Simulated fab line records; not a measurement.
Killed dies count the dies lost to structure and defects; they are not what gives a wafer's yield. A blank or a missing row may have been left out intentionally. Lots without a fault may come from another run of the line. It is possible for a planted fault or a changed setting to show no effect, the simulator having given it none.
Struck lot and sound lot, side by side -- flow nand harc -- 12 out of 1302 route steps
Sound: the wafers L238.1, L238.2, L238.3. The struck wafers were L228.1, L228.3, L228.4. At the end, the cause is stated.
At each step with rows: each side's tool, then ch and its chambers, then its first start. Under that, the readings that differ: sound wafers -- struck wafers -- difference of the means -- sigmas: that difference in standard deviations of wafers without a fault.
alike: a reading whose means differ by less than 2 such deviations, as well as words and numbers matching on both sides. not compared: withheld readings; readings where some wafer has no value; bounds like >300 that might hide an equal value; numbers whose values overlap and for which the record gives no deviation.
Wherever a step has rows on one side only, a row that says differs or no value, or a row with sigmas, the two part there. Numbers that have no deviation but don't overlap get no sigmas and don't part them. Lack of a reading on every wafer of one side parts them only where that side has two or more wafers.

first, 2 steps without rows for these wafers: NHARC_A_STAIRCASE_PRECLEAN_276 (cleans in SC1); NHARC_A_STAIRCASE_SRD_277.
NHARC_A_STAIRCASE_HM_DEP_459: deposits aC, target thk 1500 nm.
  sound on acl dep-03 ch 0, day 23 06:12; struck on acl dep-02 ch 0, day 18 11:52
  alike: throttle valve pct
NHARC_A_STAIRCASE_DEP_280: deposits SiON, target thk 30 nm.
  sound on pecvd-02 ch 0,1,2, day 23 08:02; struck on pecvd-02 ch 0,1, day 18 13:42
  alike: heater power w
then, 7 steps without rows for these wafers: NHARC_A_STAIRCASE_DEHYDRATE_281 (time 120 s); NHARC_A_STAIRCASE_HMDS_282 (time 30 s); NHARC_A_STAIRCASE_COAT_283; NHARC_A_STAIRCASE_SOFTBAKE_284 (time 170 s); NHARC_A_STAIRCASE_EBR_285; NHARC_A_STAIRCASE_EXPOSE_286 (exposes mask CHOP 100); NHARC_A_STAIRCASE_PEB_287 (peb time 130 s).
NHARC_A_STAIRCASE_DEVELOP_288: time 140 s.
  struck on litho track-03, day 18 14:00; sound on litho track-03 ch 0, day 23 08:00
  no value came back on the struck wafers for chill plate temp C (C), exhaust pa (Pa); on the sound wafers chill plate temp C (C) reads 23.01 22.88 23.04

## WHERE THEY PART
Only at NHARC_A_STAIRCASE_DEVELOP_288, within this record.

WHY: the cause the simulator had injected
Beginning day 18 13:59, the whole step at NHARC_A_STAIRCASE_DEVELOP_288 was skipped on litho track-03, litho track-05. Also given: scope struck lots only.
